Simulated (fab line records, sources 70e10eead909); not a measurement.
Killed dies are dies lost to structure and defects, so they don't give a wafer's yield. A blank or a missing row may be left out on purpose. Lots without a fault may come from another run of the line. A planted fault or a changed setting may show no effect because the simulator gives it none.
Which tool did it? | flow nand_harc | 23 lots, 69 wafers sampled, at 6 steps of a route of 1302

WHAT THE GAUGES READ, wafer by wafer
The record holds no reading of a measuring or inspecting step that can be judged against a usual standard deviation.

WHICH TOOL RAN EACH LOT (tool, then ch and the chambers of the sampled wafers, then the start)
lot  | NHARC_A_STAIRCASE_CMP_450     | NHARC_A_SGD_CUT_ETCH_15                       | NHARC_A_SLIT_ETCH_29               | NHARC_A_SLIT_STRIP_18                         | NHARC_A_WL_FILL_ALD_00           | NHARC_A_WL_FILL_CVD_20
L074 | cmp-02 ch 2,3, day 19 05:49   | rie_diel-08 ch 0,3, day 20 08:53 or earlier   | rie_diel-13 ch 2,3, day 20 08:53   | rie_diel-13 ch 0,1,2, day 20 16:05 or earlier | ald_hk-01 ch 0,2,3, day 20 16:05 | cvd_w-02 ch 0,1, no start
L075 | cmp-02 ch 1,2,3, day 19 15:53 | rie_diel-08 ch 0,2,3, day 20 16:52 or earlier | rie_diel-02 ch 0,2,3, day 20 16:52 | rie_diel-02 ch 1,2, day 21 05:39 or earlier   | ald_hk-01 ch 0,2, day 21 05:39   | cvd_w-01 ch 0, no start
L077 | cmp-02 ch 0,2,3, day 20 06:50 | rie_diel-12 ch 0,2,3, day 21 03:26 or earlier | rie_diel-13 ch 0,1,2, day 21 03:26 | rie_diel-13 ch 0,1,2, day 21 10:39 or earlier | ald_hk-04 ch 1,2, day 21 10:39   | cvd_w-01 ch 0,1, no start
L078 | cmp-03 ch 0,2,3, day 20 06:50 | rie_diel-09 ch 0,1,3, day 21 07:14 or earlier | rie_diel-05 ch 0,3, day 21 07:14   | rie_diel-05 ch 0,2, day 21 14:34 or earlier   | ald_hk-03 ch 0,1,2, day 21 14:34 | cvd_w-02 ch 0,1, no start
L079 | cmp-02 ch 0,1,2, day 20 07:07 | rie_diel-09 ch 0,2,3, day 21 04:56 or earlier | rie_diel-02 ch 0,2,3, day 21 04:56 | rie_diel-02 ch 1,2,3, day 21 10:39 or earlier | ald_hk-03 ch 0,2,3, day 21 10:39 | cvd_w-02 ch 0,1, no start
L076 | cmp-01 ch 1,2,3, day 20 09:41 | rie_diel-09 ch 1,2,3, day 21 08:46 or earlier | rie_diel-05 ch 0,2,3, day 21 08:46 | rie_diel-05 ch 0,2,3, day 21 16:25 or earlier | ald_hk-01 ch 0,2,3, day 21 16:25 | cvd_w-01 ch 0,1, no start
L080 | cmp-01 ch 1,2, day 21 03:59   | rie_diel-12 ch 1,2, day 22 01:26 or earlier   | rie_diel-02 ch 2,3, day 22 01:26   | rie_diel-02 ch 1,2, day 22 08:42 or earlier   | ald_hk-01 ch 1,2, day 22 08:42   | cvd_w-01 ch 1, no start
L082 | cmp-01 ch 0,2,3, day 21 20:47 | rie_diel-12 ch 0,1,3, day 22 17:09 or earlier | rie_diel-05 ch 0,1,3, day 22 17:09 | rie_diel-05 ch 0,1,2, day 23 00:18 or earlier | ald_hk-01 ch 0,1,2, day 23 00:18 | cvd_w-01 ch 0,1, no start
L081 | cmp-01 ch 0,2,3, day 22 07:59 | rie_diel-09 ch 1,2, day 23 06:26 or earlier   | rie_diel-05 ch 0,2, day 23 06:26   | rie_diel-05 ch 0,3, day 23 13:53 or earlier   | ald_hk-01 ch 1,2,3, day 23 13:53 | cvd_w-02 ch 0,1, no start
L083 | cmp-01 ch 0,2,3, day 22 21:53 | rie_diel-08 ch 0,2,3, day 23 18:04 or earlier | rie_diel-13 ch 0,1,3, day 23 18:04 | rie_diel-13 ch 0,1,2, day 24 03:44 or earlier | ald_hk-01 ch 0,2,3, day 24 03:44 | cvd_w-02 ch 0,1, no start
L084 | cmp-01 ch 2,3, day 23 05:44   | rie_diel-09 ch 0,2,3, day 24 02:25 or earlier | rie_diel-13 ch 0,1,3, day 24 02:25 | rie_diel-13 ch 0,1,2, day 24 09:43 or earlier | ald_hk-04 ch 1,2,3, day 24 09:43 | cvd_w-02 ch 0,1, no start
L085 | cmp-03 ch 1,2, day 23 12:01   | rie_diel-09 ch 0,3, day 24 10:09 or earlier   | rie_diel-13 ch 0,1,2, day 24 10:09 | rie_diel-13 ch 2,3, day 24 19:05 or earlier   | ald_hk-04 ch 2,3, day 24 19:05   | cvd_w-02 ch 0, no start
L086 | cmp-01 ch 0,2, day 23 12:03   | rie_diel-09 ch 0,2, day 24 09:58 or earlier   | rie_diel-02 ch 1,3, day 24 09:58   | rie_diel-02 ch 2,3, day 24 17:11 or earlier   | ald_hk-03 ch 0,3, day 24 17:11   | cvd_w-01 ch 0,1, no start
L087 | cmp-03 ch 0,1,2, day 24 09:58 | rie_diel-08 ch 0,3, day 25 06:37 or earlier   | rie_diel-02 ch 1,2,3, day 25 06:37 | rie_diel-02 ch 1,2,3, day 25 13:55 or earlier | ald_hk-01 ch 1,3, day 25 13:55   | cvd_w-01 ch 0,1, no start
L089 | cmp-02 ch 0,1,2, day 25 01:03 | rie_diel-08 ch 0,2,3, day 26 03:31 or earlier | rie_diel-05 ch 0,1,2, day 26 03:31 | rie_diel-05 ch 0,1,2, day 26 11:22 or earlier | ald_hk-03 ch 0,2,3, day 26 11:22 | cvd_w-02 ch 1, no start
L088 | cmp-03 ch 0,2,3, day 25 01:49 | rie_diel-12 ch 1,3, day 25 23:35 or earlier   | rie_diel-02 ch 1,2,3, day 25 23:35 | rie_diel-02 ch 0,3, day 26 07:00 or earlier   | ald_hk-04 ch 0,1,3, day 26 07:00 | cvd_w-02 ch 1, no start
L090 | cmp-02 ch 0,1,2, day 25 21:41 | rie_diel-12 ch 0,1, day 26 20:19 or earlier   | rie_diel-13 ch 1,2, day 26 20:19   | rie_diel-13 ch 0,2,3, day 27 03:41 or earlier | ald_hk-03 ch 2,3, day 27 03:41   | cvd_w-02 ch 0,1, no start
L091 | cmp-02 ch 2,3, day 26 05:04   | rie_diel-12 ch 0,1,2, day 27 05:51 or earlier | rie_diel-13 ch 0,1,2, day 27 05:51 | rie_diel-13 ch 0,2, day 27 13:28 or earlier   | ald_hk-03 ch 1,3, day 27 13:28   | cvd_w-01 ch 0,1, no start
L092 | cmp-01 ch 0,1,3, day 26 05:28 | rie_diel-09 ch 0,2,3, day 27 06:29 or earlier | rie_diel-05 ch 0,1,2, day 27 06:29 | rie_diel-05 ch 1,2, day 27 13:11 or earlier   | ald_hk-03 ch 0,2,3, day 27 13:11 | cvd_w-02 ch 0,1, no start
L094 | cmp-01 ch 0,1, day 26 23:47   | rie_diel-09 ch 1,2,3, day 27 22:10 or earlier | rie_diel-02 ch 1,2,3, day 27 22:10 | rie_diel-02 ch 0,1,3, day 28 04:11 or earlier | ald_hk-04 ch 0,1,3, day 28 04:11 | cvd_w-02 ch 0,1, no start
L093 | cmp-03 ch 0,1,2, day 26 23:56 | rie_diel-08 ch 0,1, day 27 20:52 or earlier   | rie_diel-13 ch 1,2,3, day 27 20:52 | rie_diel-13 ch 0,3, day 28 04:08 or earlier   | ald_hk-01 ch 0,1, day 28 04:08   | cvd_w-01 ch 1, no start
L096 | cmp-03 ch 0,2,3, day 28 02:31 | rie_diel-12 ch 0,1,3, day 28 23:25 or earlier | rie_diel-02 ch 0,2,3, day 28 23:25 | rie_diel-02 ch 0,2,3, day 29 06:38 or earlier | ald_hk-03 ch 0,1,3, day 29 06:38 | cvd_w-01 ch 0,1, no start
L097 | cmp-01 ch 1,3, day 29 07:58   | rie_diel-12 ch 1,2,3, day 30 07:27 or earlier | rie_diel-02 ch 2,3, day 30 07:27   | rie_diel-02 ch 0,1,3, day 30 14:48 or earlier | ald_hk-03 ch 1,3, day 30 14:48   | cvd_w-02 ch 0,1, no start
- NHARC_A_STAIRCASE_CMP_450: polishes SiO2, target thk 200 nm.
- NHARC_A_SGD_CUT_ETCH_15: etches the open film in CH3F/O2, target depth 75 nm, time 64.3 s.
- NHARC_A_SLIT_ETCH_29: etches the open film in CF4/O2, target depth 100 nm, overetch 10 nm, time 55 s.
- NHARC_A_SLIT_STRIP_18: strips in O2.
- NHARC_A_WL_FILL_ALD_00: deposits Al2O3, target thk 3 nm, pulse time 3 s, ald cycles 30.
- NHARC_A_WL_FILL_CVD_20: deposits W, target thk 100 nm, time 74 s.

WHAT THE TOOLS THEMSELVES READ (means of the sampled wafers that have a number; where no wafer has one, the mark that the record gives instead)
NHARC_A_STAIRCASE_CMP_450.
lot  | tool   | motor_current_A (A)
L074 | cmp-02 | 11.4
L075 | cmp-02 | 11.0
L077 | cmp-02 | 11.6
L078 | cmp-03 | 10.8
L079 | cmp-02 | 12.0
L076 | cmp-01 | 13.4
L080 | cmp-01 | 13.8
L082 | cmp-01 | 12.9
L081 | cmp-01 | 12.8
L083 | cmp-01 | 13.0
L084 | cmp-01 | 12.8
L085 | cmp-03 | 11.1
L086 | cmp-01 | 13.1
L087 | cmp-03 | 10.8
L089 | cmp-02 | 11.6
L088 | cmp-03 | 11.2
L090 | cmp-02 | 11.3
L091 | cmp-02 | 11.4
L092 | cmp-01 | 13.3
L094 | cmp-01 | 13.6
L093 | cmp-03 | 10.3
L096 | cmp-03 | 10.8
L097 | cmp-01 | 13.0

NHARC_A_SGD_CUT_ETCH_15.
lot  | tool        | drypump_motor_current_A (A) | mfc_ar_sccm (sccm) | oes_product_au (a.u.) | rf_fwd_power_W (W) | rf_vpp_V (V) | showerhead_plenum_p_Torr (Torr) | throttle_valve_pct (%)
L074 | rie_diel-08 | 5.8                         | 200.3              | 0.973                 | 495.6              | 262.7        | 2.41                            | 20.660
L075 | rie_diel-08 | 5.9                         | 199.9              | 0.925                 | 494.1              | 263.3        | 2.45                            | 20.658
L077 | rie_diel-12 | 5.4                         | 199.8              | 0.967                 | 494.8              | 262.0        | 2.35                            | 20.662
L078 | rie_diel-09 | 5.9                         | 199.9              | 0.948                 | 494.7              | 263.3        | 2.42                            | 20.667
L079 | rie_diel-09 | 5.8                         | 200.0              | 0.953                 | 496.2              | 265.8        | 2.50                            | 20.664
L076 | rie_diel-09 | 5.9                         | 199.8              | 0.960                 | 496.8              | 263.7        | 2.51                            | 20.659
L080 | rie_diel-12 | 6.1                         | 199.9              | 0.965                 | 496.4              | 262.8        | 2.41                            | 20.668
L082 | rie_diel-12 | 5.9                         | 200.2              | 0.924                 | 496.0              | 262.8        | 2.37                            | 20.665
L081 | rie_diel-09 | 5.9                         | 200.1              | 0.962                 | 497.2              | 263.3        | 2.40                            | 20.654
L083 | rie_diel-08 | 5.9                         | 200.3              | 0.959                 | 494.3              | 263.6        | 2.45                            | 20.666
L084 | rie_diel-09 | 5.8                         | 200.4              | 0.966                 | 495.4              | 263.8        | 2.49                            | 20.646
L085 | rie_diel-09 | 5.8                         | 200.4              | 0.946                 | 495.1              | 262.4        | 2.41                            | 20.659
L086 | rie_diel-09 | 5.6                         | 200.4              | 0.946                 | 492.5              | 264.3        | 2.46                            | 20.660
L087 | rie_diel-08 | 5.9                         | 200.0              | 0.972                 | 496.2              | 264.6        | 2.52                            | 20.660
L089 | rie_diel-08 | 5.9                         | 200.0              | 0.925                 | 495.7              | 263.0        | 2.45                            | 20.668
L088 | rie_diel-12 | 5.6                         | 200.4              | 0.970                 | 498.3              | 263.1        | 2.33                            | 20.666
L090 | rie_diel-12 | 6.4                         | 200.1              | 0.922                 | 496.7              | 263.3        | 2.41                            | 20.659
L091 | rie_diel-12 | 5.9                         | 199.7              | 0.956                 | 494.7              | 263.1        | 2.39                            | 20.666
L092 | rie_diel-09 | 5.8                         | 200.3              | 0.953                 | 496.0              | 264.4        | 2.49                            | 20.656
L094 | rie_diel-09 | 5.9                         | 200.0              | 0.983                 | 495.4              | 263.9        | 2.51                            | 20.660
L093 | rie_diel-08 | 6.2                         | 200.3              | 0.921                 | 495.2              | 262.1        | 2.36                            | 20.664
L096 | rie_diel-12 | 5.9                         | 199.4              | 0.959                 | 496.4              | 263.3        | 2.36                            | 20.670
L097 | rie_diel-12 | 5.6                         | 199.9              | 0.925                 | 495.3              | 262.6        | 2.35                            | 20.659

NHARC_A_SLIT_ETCH_29.
lot  | tool        | drypump_motor_current_A (A) | mfc_ar_sccm (sccm) | oes_product_au (a.u.) | rf_fwd_power_W (W) | rf_vpp_V (V) | showerhead_plenum_p_Torr (Torr) | throttle_valve_pct (%)
L074 | rie_diel-13 | 5.7                         | 0.017              | 1.003                 | 298.3              | 198.2        | 1.34                            | 13.396
L075 | rie_diel-02 | 5.7                         | 0.001              | 0.998                 | 297.6              | 198.2        | 1.35                            | 13.390
L077 | rie_diel-13 | 5.5                         | 0.005              | 1.002                 | 296.1              | 196.7        | 1.29                            | 13.392
L078 | rie_diel-05 | 5.3                         | 0.003              | 1.005                 | 298.4              | 198.3        | 1.36                            | 13.401
L079 | rie_diel-02 | 5.7                         | 0.001              | 1.000                 | 297.8              | 197.8        | 1.35                            | 13.391
L076 | rie_diel-05 | 5.5                         | 0.003              | 1.006                 | 298.3              | 196.7        | 1.30                            | 13.389
L080 | rie_diel-02 | 5.9                         | 0.001              | 0.999                 | 297.5              | 198.5        | 1.36                            | 13.395
L082 | rie_diel-05 | 5.4                         | 0.009              | 1.003                 | 296.4              | 199.4        | 1.34                            | 13.397
L081 | rie_diel-05 | 5.8                         | 0.000              | 1.003                 | 296.8              | 197.3        | 1.31                            | 13.392
L083 | rie_diel-13 | 5.4                         | 0.013              | 1.000                 | 296.4              | 197.0        | 1.29                            | 13.393
L084 | rie_diel-13 | 5.4                         | 0.013              | 0.992                 | 296.0              | 196.5        | 1.29                            | 13.396
L085 | rie_diel-13 | 5.5                         | 0.005              | 0.992                 | 296.8              | 196.4        | 1.29                            | 13.398
L086 | rie_diel-02 | 5.6                         | 0.000              | 1.002                 | 298.0              | 198.0        | 1.36                            | 13.399
L087 | rie_diel-02 | 5.6                         | 0.001              | 0.997                 | 297.0              | 197.4        | 1.34                            | 13.392
L089 | rie_diel-05 | 5.8                         | 0.005              | 1.009                 | 297.4              | 198.1        | 1.35                            | 13.406
L088 | rie_diel-02 | 5.6                         | 0.001              | 1.001                 | 297.8              | 197.7        | 1.34                            | 13.405
L090 | rie_diel-13 | 5.7                         | 0.001              | 0.992                 | 296.1              | 197.4        | 1.32                            | 13.400
L091 | rie_diel-13 | 5.5                         | 0.005              | 0.992                 | 297.0              | 196.8        | 1.29                            | 13.397
L092 | rie_diel-05 | 5.8                         | 0.005              | 1.012                 | 297.3              | 197.8        | 1.35                            | 13.389
L094 | rie_diel-02 | 5.6                         | 0.001              | 1.004                 | 296.8              | 197.7        | 1.34                            | 13.394
L093 | rie_diel-13 | 5.6                         | 0.009              | 0.993                 | 295.8              | 196.7        | 1.31                            | 13.407
L096 | rie_diel-02 | 5.7                         | 0.001              | 1.011                 | 296.8              | 197.9        | 1.35                            | 13.399
L097 | rie_diel-02 | 5.9                         | 0.001              | 1.010                 | 297.4              | 197.3        | 1.36                            | 13.402

NHARC_A_SLIT_STRIP_18.
lot  | tool        | drypump_motor_current_A (A) | mfc_ar_sccm (sccm) | oes_product_au (a.u.) | rf_vpp_V (V) | showerhead_plenum_p_Torr (Torr) | throttle_valve_pct (%)
L074 | rie_diel-13 | 5.5                         | 0.005              | 0.996                 | 56.8         | 3.42                            | 17.044
L075 | rie_diel-02 | 5.3                         | 0.001              | 1.005                 | 57.9         | 3.45                            | 17.049
L077 | rie_diel-13 | 5.4                         | 0.005              | 1.005                 | 57.4         | 3.42                            | 17.034
L078 | rie_diel-05 | 5.9                         | 0.000              | 1.000                 | 56.8         | 3.46                            | 17.023
L079 | rie_diel-02 | 5.6                         | 0.001              | 0.997                 | 57.8         | 3.55                            | 17.045
L076 | rie_diel-05 | 5.5                         | 0.003              | 1.013                 | 57.5         | 3.46                            | 17.036
L080 | rie_diel-02 | 5.3                         | 0.001              | 1.006                 | 57.8         | 3.50                            | 17.038
L082 | rie_diel-05 | 5.8                         | 0.005              | 1.011                 | 57.9         | 3.56                            | 17.035
L081 | rie_diel-05 | 5.4                         | 0.003              | 1.000                 | 57.8         | 3.60                            | 17.034
L083 | rie_diel-13 | 5.5                         | 0.005              | 0.993                 | 57.4         | 3.42                            | 17.041
L084 | rie_diel-13 | 5.5                         | 0.005              | 0.990                 | 56.9         | 3.42                            | 17.046
L085 | rie_diel-13 | 5.8                         | 0.009              | 0.997                 | 57.9         | 3.54                            | 17.030
L086 | rie_diel-02 | 5.9                         | 0.001              | 0.999                 | 58.2         | 3.59                            | 17.039
L087 | rie_diel-02 | 5.6                         | 0.001              | 1.000                 | 58.1         | 3.54                            | 17.032
L089 | rie_diel-05 | 5.8                         | 0.005              | 1.015                 | 58.1         | 3.56                            | 17.032
L088 | rie_diel-02 | 6.0                         | 0.000              | 0.997                 | 58.3         | 3.66                            | 17.037
L090 | rie_diel-13 | 5.6                         | 0.013              | 0.998                 | 57.2         | 3.48                            | 17.040
L091 | rie_diel-13 | 5.4                         | 0.008              | 0.996                 | 57.7         | 3.43                            | 17.037
L092 | rie_diel-05 | 5.9                         | 0.011              | 1.010                 | 59.1         | 3.51                            | 17.028
L094 | rie_diel-02 | 5.7                         | 0.000              | 0.998                 | 57.0         | 3.61                            | 17.038
L093 | rie_diel-13 | 5.6                         | 0.021              | 1.002                 | 57.1         | 3.46                            | 17.030
L096 | rie_diel-02 | 5.7                         | 0.001              | 1.005                 | 57.8         | 3.55                            | 17.033
L097 | rie_diel-02 | 5.7                         | 0.000              | 1.003                 | 58.0         | 3.61                            | 17.028

NHARC_A_WL_FILL_ALD_00.
lot  | tool      | heater_power_w (W) | precursor_pulse_height_rel
L074 | ald_hk-01 | 448                | 0.988
L075 | ald_hk-01 | 447                | 1.002
L077 | ald_hk-04 | 434                | 0.990
L078 | ald_hk-03 | 489                | 0.994
L079 | ald_hk-03 | 467                | 1.015
L076 | ald_hk-01 | 441                | 0.979
L080 | ald_hk-01 | 524                | 1.002
L082 | ald_hk-01 | 482                | 0.997
L081 | ald_hk-01 | 472                | 0.992
L083 | ald_hk-01 | 446                | 1.008
L084 | ald_hk-04 | 452                | 1.001
L085 | ald_hk-04 | 458                | 1.002
L086 | ald_hk-03 | 433                | 0.995
L087 | ald_hk-01 | 481                | 1.003
L089 | ald_hk-03 | 448                | 0.997
L088 | ald_hk-04 | 480                | 0.993
L090 | ald_hk-03 | 442                | 1.007
L091 | ald_hk-03 | 467                | 0.993
L092 | ald_hk-03 | 454                | 1.011
L094 | ald_hk-04 | 462                | 1.006
L093 | ald_hk-01 | 497                | 0.995
L096 | ald_hk-03 | 470                | 0.996
L097 | ald_hk-03 | 467                | 0.999

NHARC_A_WL_FILL_CVD_20.
lot  | tool     | heater_power_w (W) | mfc_ar_sccm (sccm) | throttle_valve_pct (%)
L074 | cvd_w-02 | 843                | 1552               | 7.96
L075 | cvd_w-01 | 877                | 1559               | 7.95
L077 | cvd_w-01 | 897                | 1558               | 8.01
L078 | cvd_w-02 | 848                | 1560               | 7.82
L079 | cvd_w-02 | 840                | 1560               | 7.81
L076 | cvd_w-01 | 906                | 1557               | 7.93
L080 | cvd_w-01 | 918                | 1563               | 8.01
L082 | cvd_w-01 | 886                | 1558               | 8.03
L081 | cvd_w-02 | 854                | 1564               | 7.85
L083 | cvd_w-02 | 848                | 1562               | 7.88
L084 | cvd_w-02 | 844                | 1559               | 8.03
L085 | cvd_w-02 | 867                | 1558               | 7.93
L086 | cvd_w-01 | 876                | 1557               | 7.70
L087 | cvd_w-01 | 876                | 1556               | 7.99
L089 | cvd_w-02 | 831                | 1559               | 8.19
L088 | cvd_w-02 | 834                | 1557               | 8.03
L090 | cvd_w-02 | 825                | 1559               | 7.81
L091 | cvd_w-01 | 886                | 1559               | 8.12
L092 | cvd_w-02 | 823                | 1557               | 7.78
L094 | cvd_w-02 | 840                | 1558               | 7.76
L093 | cvd_w-01 | 904                | 1561               | 8.08
L096 | cvd_w-01 | 899                | 1562               | 7.99
L097 | cvd_w-02 | 826                | 1560               | 7.71

THE ANSWER, worked out from the rows above alone
Rule: what is usual is taken from the lots themselves. Put in order of their means at a reading, lots are off if they are a third of the lots or fewer, leave a main group of 4 or more, and stand apart from it by a gap of 3 or more times the standard deviation of the main group's means; of several such gaps the widest counts. A main group whose means are all the same, to the digits that the tables above print for the reading, isn't used. A lot without any number at a reading at which 4 lots or more have one is off too. The other lots that the step has rows for count as sound. The gauges are gone through in route order, then the tools' own readings, and for those a lot's mean is taken as printed above. The first step at which some lot is off is used, and at that step the reading that is off furthest; a lot without a number counts as furthest.
No lot is off at any reading shown: from this, nothing can be told.

WHAT THE SIMULATOR HAD PUT IN
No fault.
